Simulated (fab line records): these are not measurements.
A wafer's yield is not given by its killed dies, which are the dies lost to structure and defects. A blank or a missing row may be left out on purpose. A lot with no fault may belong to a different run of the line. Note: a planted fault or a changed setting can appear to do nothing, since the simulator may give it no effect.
Lot-split experiment / flow n5 finfet / on a route of 1938 steps: 7 lots, 39 wafers read

## ABOUT THE SPLIT
At N5_HKMG_FIN_NWFM_ALD_20 (deposits TiAlC, target thk 2 nm, pulse time 3 s, purge time 2 s), the setting ald cycles was moved away from the recipe's 7 on 18 of the 39 wafers read, by -57.1% to +57.1%. This setting was run at the recipe's value on the other wafers.

The reading comes from the split's own step.

## THE READING
TiAlC_of_HKMG_FIN_NWFM_ALD_20.thk nm (the simulator's own value, which no gauge read), in nm, at N5_HKMG_FIN_NWFM_ALD_20 (deposits TiAlC, target thk 2 nm, pulse time 3 s, purge time 2 s). The file gives no usual value for it.

wafer=L077.1; tool, chamber at the split=ald metal-01, 2,1,1; ald cycles as run=7; against the recipe=recipe; TiAlC_of_HKMG_FIN_NWFM_ALD_20.thk nm, nm=2; against lot-mates on the recipe=-
wafer=L077.2; tool, chamber at the split=ald metal-01, 2,1,1; ald cycles as run=7; against the recipe=recipe; TiAlC_of_HKMG_FIN_NWFM_ALD_20.thk nm, nm=2; against lot-mates on the recipe=-
wafer=L077.5; tool, chamber at the split=ald metal-01, 2,1,1; ald cycles as run=7; against the recipe=recipe; TiAlC_of_HKMG_FIN_NWFM_ALD_20.thk nm, nm=2; against lot-mates on the recipe=-
wafer=L077.3; tool, chamber at the split=ald metal-01, 3,0,0; ald cycles as run=8; against the recipe=+14.3%; TiAlC_of_HKMG_FIN_NWFM_ALD_20.thk nm, nm=2.2; against lot-mates on the recipe=+0.2
wafer=L077.4; tool, chamber at the split=ald metal-01, 3,0,0; ald cycles as run=8; against the recipe=+14.3%; TiAlC_of_HKMG_FIN_NWFM_ALD_20.thk nm, nm=2.2; against lot-mates on the recipe=+0.2
wafer=L077.6; tool, chamber at the split=ald metal-01, 3,0,0; ald cycles as run=8; against the recipe=+14.3%; TiAlC_of_HKMG_FIN_NWFM_ALD_20.thk nm, nm=2.2; against lot-mates on the recipe=+0.2
wafer=L080.1; tool, chamber at the split=ald metal-04, 3,1,0; ald cycles as run=3; against the recipe=-57.1%; TiAlC_of_HKMG_FIN_NWFM_ALD_20.thk nm, nm=0.8; against lot-mates on the recipe=-1.2
wafer=L080.2; tool, chamber at the split=ald metal-04, 3,1,0; ald cycles as run=3; against the recipe=-57.1%; TiAlC_of_HKMG_FIN_NWFM_ALD_20.thk nm, nm=0.8; against lot-mates on the recipe=-1.2
wafer=L080.6; tool, chamber at the split=ald metal-04, 3,1,0; ald cycles as run=3; against the recipe=-57.1%; TiAlC_of_HKMG_FIN_NWFM_ALD_20.thk nm, nm=0.8; against lot-mates on the recipe=-1.2
wafer=L080.3; tool, chamber at the split=ald metal-04, 0,3,1; ald cycles as run=7; against the recipe=recipe; TiAlC_of_HKMG_FIN_NWFM_ALD_20.thk nm, nm=2; against lot-mates on the recipe=-
wafer=L080.4; tool, chamber at the split=ald metal-04, 0,3,1; ald cycles as run=7; against the recipe=recipe; TiAlC_of_HKMG_FIN_NWFM_ALD_20.thk nm, nm=2; against lot-mates on the recipe=-
wafer=L080.5; tool, chamber at the split=ald metal-04, 0,3,1; ald cycles as run=7; against the recipe=recipe; TiAlC_of_HKMG_FIN_NWFM_ALD_20.thk nm, nm=2; against lot-mates on the recipe=-
wafer=L082.1; tool, chamber at the split=ald metal-03, 2,0,0; ald cycles as run=8; against the recipe=+14.3%; TiAlC_of_HKMG_FIN_NWFM_ALD_20.thk nm, nm=2.2; against lot-mates on the recipe=+0.2
wafer=L082.4; tool, chamber at the split=ald metal-03, 2,0,0; ald cycles as run=8; against the recipe=+14.3%; TiAlC_of_HKMG_FIN_NWFM_ALD_20.thk nm, nm=2.2; against lot-mates on the recipe=+0.2
wafer=L082.6; tool, chamber at the split=ald metal-03, 2,0,0; ald cycles as run=8; against the recipe=+14.3%; TiAlC_of_HKMG_FIN_NWFM_ALD_20.thk nm, nm=2.2; against lot-mates on the recipe=+0.2
wafer=L082.2; tool, chamber at the split=ald metal-03, 1,3,1; ald cycles as run=7; against the recipe=recipe; TiAlC_of_HKMG_FIN_NWFM_ALD_20.thk nm, nm=2; against lot-mates on the recipe=-
wafer=L082.3; tool, chamber at the split=ald metal-03, 1,3,1; ald cycles as run=7; against the recipe=recipe; TiAlC_of_HKMG_FIN_NWFM_ALD_20.thk nm, nm=2; against lot-mates on the recipe=-
wafer=L082.5; tool, chamber at the split=ald metal-03, 1,3,1; ald cycles as run=7; against the recipe=recipe; TiAlC_of_HKMG_FIN_NWFM_ALD_20.thk nm, nm=2; against lot-mates on the recipe=-
wafer=L086.1; tool, chamber at the split=ald metal-01, 1,2,1; ald cycles as run=7; against the recipe=recipe; TiAlC_of_HKMG_FIN_NWFM_ALD_20.thk nm, nm=2; against lot-mates on the recipe=-
wafer=L086.5; tool, chamber at the split=ald metal-01, 1,2,1; ald cycles as run=7; against the recipe=recipe; TiAlC_of_HKMG_FIN_NWFM_ALD_20.thk nm, nm=2; against lot-mates on the recipe=-
wafer=L086.6; tool, chamber at the split=ald metal-01, 1,2,1; ald cycles as run=7; against the recipe=recipe; TiAlC_of_HKMG_FIN_NWFM_ALD_20.thk nm, nm=2; against lot-mates on the recipe=-
wafer=L086.2; tool, chamber at the split=ald metal-01, 3,2,0; ald cycles as run=9; against the recipe=+28.6%; TiAlC_of_HKMG_FIN_NWFM_ALD_20.thk nm, nm=2.6; against lot-mates on the recipe=+0.6
wafer=L086.3; tool, chamber at the split=ald metal-01, 3,2,0; ald cycles as run=9; against the recipe=+28.6%; TiAlC_of_HKMG_FIN_NWFM_ALD_20.thk nm, nm=2.6; against lot-mates on the recipe=+0.6
wafer=L086.4; tool, chamber at the split=ald metal-01, 3,2,0; ald cycles as run=9; against the recipe=+28.6%; TiAlC_of_HKMG_FIN_NWFM_ALD_20.thk nm, nm=2.6; against lot-mates on the recipe=+0.6
wafer=L089.1; tool, chamber at the split=ald metal-04, 3,2,1; ald cycles as run=7; against the recipe=recipe; TiAlC_of_HKMG_FIN_NWFM_ALD_20.thk nm, nm=2; against lot-mates on the recipe=-
wafer=L089.2; tool, chamber at the split=ald metal-04, 3,2,1; ald cycles as run=7; against the recipe=recipe; TiAlC_of_HKMG_FIN_NWFM_ALD_20.thk nm, nm=2; against lot-mates on the recipe=-
wafer=L089.3; tool, chamber at the split=ald metal-04, 3,2,1; ald cycles as run=7; against the recipe=recipe; TiAlC_of_HKMG_FIN_NWFM_ALD_20.thk nm, nm=2; against lot-mates on the recipe=-
wafer=L091.1; tool, chamber at the split=ald metal-01, 1,0,2; ald cycles as run=7; against the recipe=recipe; TiAlC_of_HKMG_FIN_NWFM_ALD_20.thk nm, nm=2; against lot-mates on the recipe=-
wafer=L091.2; tool, chamber at the split=ald metal-01, 1,0,2; ald cycles as run=7; against the recipe=recipe; TiAlC_of_HKMG_FIN_NWFM_ALD_20.thk nm, nm=2; against lot-mates on the recipe=-
wafer=L091.6; tool, chamber at the split=ald metal-01, 1,0,2; ald cycles as run=7; against the recipe=recipe; TiAlC_of_HKMG_FIN_NWFM_ALD_20.thk nm, nm=2; against lot-mates on the recipe=-
wafer=L091.3; tool, chamber at the split=ald metal-01, 2,3,1; ald cycles as run=4; against the recipe=-42.9%; TiAlC_of_HKMG_FIN_NWFM_ALD_20.thk nm, nm=1.2; against lot-mates on the recipe=-0.8
wafer=L091.4; tool, chamber at the split=ald metal-01, 2,3,1; ald cycles as run=4; against the recipe=-42.9%; TiAlC_of_HKMG_FIN_NWFM_ALD_20.thk nm, nm=1.2; against lot-mates on the recipe=-0.8
wafer=L091.5; tool, chamber at the split=ald metal-01, 2,3,1; ald cycles as run=4; against the recipe=-42.9%; TiAlC_of_HKMG_FIN_NWFM_ALD_20.thk nm, nm=1.2; against lot-mates on the recipe=-0.8
wafer=L096.1; tool, chamber at the split=ald metal-01, 0,3,2; ald cycles as run=11; against the recipe=+57.1%; TiAlC_of_HKMG_FIN_NWFM_ALD_20.thk nm, nm=3.2; against lot-mates on the recipe=+1.2
wafer=L096.5; tool, chamber at the split=ald metal-01, 0,3,2; ald cycles as run=11; against the recipe=+57.1%; TiAlC_of_HKMG_FIN_NWFM_ALD_20.thk nm, nm=3.2; against lot-mates on the recipe=+1.2
wafer=L096.6; tool, chamber at the split=ald metal-01, 0,3,2; ald cycles as run=11; against the recipe=+57.1%; TiAlC_of_HKMG_FIN_NWFM_ALD_20.thk nm, nm=3.2; against lot-mates on the recipe=+1.2
wafer=L096.2; tool, chamber at the split=ald metal-01, 1,2,3; ald cycles as run=7; against the recipe=recipe; TiAlC_of_HKMG_FIN_NWFM_ALD_20.thk nm, nm=2; against lot-mates on the recipe=-
wafer=L096.3; tool, chamber at the split=ald metal-01, 1,2,3; ald cycles as run=7; against the recipe=recipe; TiAlC_of_HKMG_FIN_NWFM_ALD_20.thk nm, nm=2; against lot-mates on the recipe=-
wafer=L096.4; tool, chamber at the split=ald metal-01, 1,2,3; ald cycles as run=7; against the recipe=recipe; TiAlC_of_HKMG_FIN_NWFM_ALD_20.thk nm, nm=2; against lot-mates on the recipe=-
Where a row lists several chambers, the file gives one row for several wafers and doesn't say which wafer went through which chamber.

THE FIT
A straight line over all 39 wafers: TiAlC_of_HKMG_FIN_NWFM_ALD_20.thk nm changes by +0.0203 nm for each +1% of ald cycles; r = +1.00; the points scatter about the line by 0.044 nm.
The same after taking each lot's own level away (the mean of its wafers on the recipe; 39 wafers): +0.0203 nm for each +1%; r = +1.00; scatter 0.044 nm.
Per that fit: largest ald cycles move, reading shift of 1.2 nm.
The lots' own levels span 2.00 to 2.00 nm.
Consequently the slope shifts little with the lot-to-lot level, the two slopes agreeing.
Check: for one of the wafers moved furthest among these (-57.1%), held out of the fit, the line's prediction against its lot-mates is -1.16 nm. Against them it came out at -1.2 nm.

## THE OTHER SPLITS THESE WAFERS WENT THROUGH
Other splits were also applied to these wafers ahead of the reading. Each is held against what the fit with the lots' levels taken away leaves over:
other split on the same wafers=N5_FIN_SAQP_HM_DEP_72 target thk a; wafers away from the commonest value=15; r with TiAlC_of_HKMG_FIN_NWFM_ALD_20.thk nm (lot level and that fit taken away)=-0.13
other split on the same wafers=N5_DUMMY_GATE_ALD_02 target thk a; wafers away from the commonest value=12; r with TiAlC_of_HKMG_FIN_NWFM_ALD_20.thk nm (lot level and that fit taken away)=+0.45

## THE FILE'S OWN FIT
TiAlC_of_HKMG_FIN_NWFM_ALD_20.thk nm changes by +0.0203 nm for each +1% of ald cycles, r = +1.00.
